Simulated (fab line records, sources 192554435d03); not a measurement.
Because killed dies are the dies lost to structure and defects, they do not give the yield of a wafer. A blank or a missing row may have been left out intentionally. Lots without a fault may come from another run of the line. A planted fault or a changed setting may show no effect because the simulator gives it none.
Matching of chambers | flow n5Finfet | N5_BEOL_M11_DESCUM_16 on rieDiel-02: 4 sister chambers
The step chemistry O2, time 7.9 s. 4 wafers are shown with their chamber, then 7 later ones without.

== WAFERS WITH THEIR CHAMBER ==
wafer  | chamber | drypumpMotorCurrentA (A)
L086.1 | 2       | 6.4
L086.2 | 1       | 5.7
L091.3 | 3       | 5.6
L091.4 | 0       | 5.1

== WAFERS WHOSE CHAMBER IS MISSING ==
wafer  | drypumpMotorCurrentA (A)
L091.5 | 6.5
L096.3 | 5.8
L096.5 | 5.7
L096.6 | 5.7
L095.1 | 6.5
L095.4 | 6.5
L095.6 | 5.6

== WHICH CHAMBER EACH ONE RAN IN ==
wafer  | from the rows above     | in truth
L091.5 | 2                       | 2
L096.3 | can't be placed: 1 or 3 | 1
L096.5 | can't be placed: 1 or 3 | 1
L096.6 | can't be placed: 1 or 3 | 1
L095.1 | 2                       | 2
L095.4 | 2                       | 2
L095.6 | can't be placed: 3 or 1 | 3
Correct placement for 3 of the 7. Not placeable from these rows: 4 (in 4, the candidates include the true chamber). Number placed wrongly: 0.
How it was worked out, from the rows above alone: a wafer's distance from a chamber is the root of the sum, over the readings, of the square of ((its reading less the chamber's mean) divided by the reading's scatter). The wafer belongs to the nearest chamber; if the next one is less than 2 further off, it can't be placed. Each chamber's mean is taken over the wafers shown for it. The scatter (one wafer shown for each chamber): square how far every hidden wafer sits from the nearest shown wafer, average those squares and take the square root.
